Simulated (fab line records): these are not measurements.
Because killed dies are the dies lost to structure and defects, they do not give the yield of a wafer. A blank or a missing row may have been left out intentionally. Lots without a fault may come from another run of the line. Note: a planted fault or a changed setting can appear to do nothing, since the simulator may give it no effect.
Split-lot trial ; flow n5_finfet ; 7 lots, 21 wafers read, on a route of 1938 steps

== ON THE SPLIT ==
At N5_BEOL_M7_VIA_ETCH_34 (etches SiCOH lowk in C4F6/O2, target depth 125.5 nm, time 50.5 s), the setting source_w was moved away from the recipe's 345 W on 7 of the 21 wafers read, by -15.7% to +16.7%. All remaining wafers had this setting at the recipe value.

Reading taken at the split's own step.

== THE READING ==
rf_vpp_V, in V, at N5_BEOL_M7_VIA_ETCH_34 (etches SiCOH lowk in C4F6/O2, target depth 125.5 nm, time 50.5 s). On this fab line, fault-free wafers typically give 662 V with a standard deviation of 4.3 V.

wafer;tool, chamber at the split;source_w as run, W;against the recipe;rf_vpp_V, V;against lot-mates on the recipe
L074.1;rie_diel-02, 2;290.9;-15.7%;720;+57
L074.5;rie_diel-02, 2;345;recipe;659;-
L074.6;rie_diel-02, 3;345;recipe;667;-
L076.4;rie_diel-06, 2;345;recipe;668;-
L076.5;rie_diel-06, 0;345;recipe;663;-
L076.6;rie_diel-06, 3;345;recipe;656;-
L081.3;rie_diel-06, 1;293.6;-14.9%;720;+57
L081.5;rie_diel-06, 1;293.6;-14.9%;721;+58
L081.6;rie_diel-06, 0;345;recipe;663;-
L086.1;rie_diel-06, 0;402.6;+16.7%;613;-54
L086.3;rie_diel-06, 2;402.6;+16.7%;617;-50
L086.6;rie_diel-06, 2;345;recipe;667;-
L089.1;rie_diel-02, 3;345;recipe;667;-
L089.2;rie_diel-02, 2;345;recipe;660;-
L089.4;rie_diel-02, 1;345;recipe;658;-
L090.1;rie_diel-06, 1;345;recipe;662;-
L090.3;rie_diel-06, 2;345;recipe;667;-
L090.5;rie_diel-06, 3;364.3;+5.6%;637;-28
L091.2;rie_diel-05, 0;345;recipe;667;-
L091.4;rie_diel-05, 1;365.2;+5.9%;639;-29
L091.5;rie_diel-05, 2;345;recipe;669;-

THE FIT
A straight line over all 21 wafers: rf_vpp_V changes by -3.42 V for each +1% of source_w; r = -0.98; the points scatter about the line by 5.2 V.
The same after taking each lot's own level away (the mean of its wafers on the recipe; 21 wafers): -3.55 V for each +1%; r = -0.99; scatter 4.8 V.
The reading moves by 59 V for the largest change in source_w, on that fit.
Measured against the standard deviation above, the lots' own levels, which go from 661.7 to 668.0 V, span 1.5 times it.
The two slopes agree, so the slope changes little with the lot-to-lot level.
Check: -60.6 V against its lot-mates is what the line predicts for one of the wafers moved furthest among these (+16.7%) when that wafer is left out of the fit. It came out at -54 V against them.
Tool readings at the split's step, against how far the setting was moved: rf_vpp_V r = -0.98.

== OTHER SPLITS ON THESE WAFERS ==
Note: prior to the reading, these wafers also went through further splits. Each is held against what the fit with the lots' levels taken away leaves over:
other split on the same wafers;wafers away from the commonest value;r with rf_vpp_V (lot level and that fit taken away)
N5_BEOL_M5_ETCH_41 source_w;9;-0.22
N5_BEOL_M6_HM_DEP_02 target_thk_a;6;+0.39
N5_BEOL_M6_COAT_59 spin_rpm;4;+0.20
N5_BEOL_M6_ETCH_66 source_w;5;-0.34
N5_BEOL_M6_TRENCH_ETCH_37 bias_w;7;+0.20

== THE WHOLE CHAIN: every reading that the file lists as answering this split, in the file's order ==
step;what it does;reading;change (the file's fit);r (the file's)
N5_BEOL_M7_VIA_ETCH_34;etches SiCOH lowk in C4F6/O2, target depth 125.5 nm, time 50.5 s;rf_vpp_V;-3.62 V for each +1% of the setting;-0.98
N5_BEOL_M7_VIA_ETCH_34;etches SiCOH lowk in C4F6/O2, target depth 125.5 nm, time 50.5 s;etch.depth_nm (the simulator's own value, which no gauge read);+0.624 nm for each +1% of the setting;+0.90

== FILE'S OWN FIT ==
rf_vpp_V changes by -3.62 V for each +1% of source_w, r = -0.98.
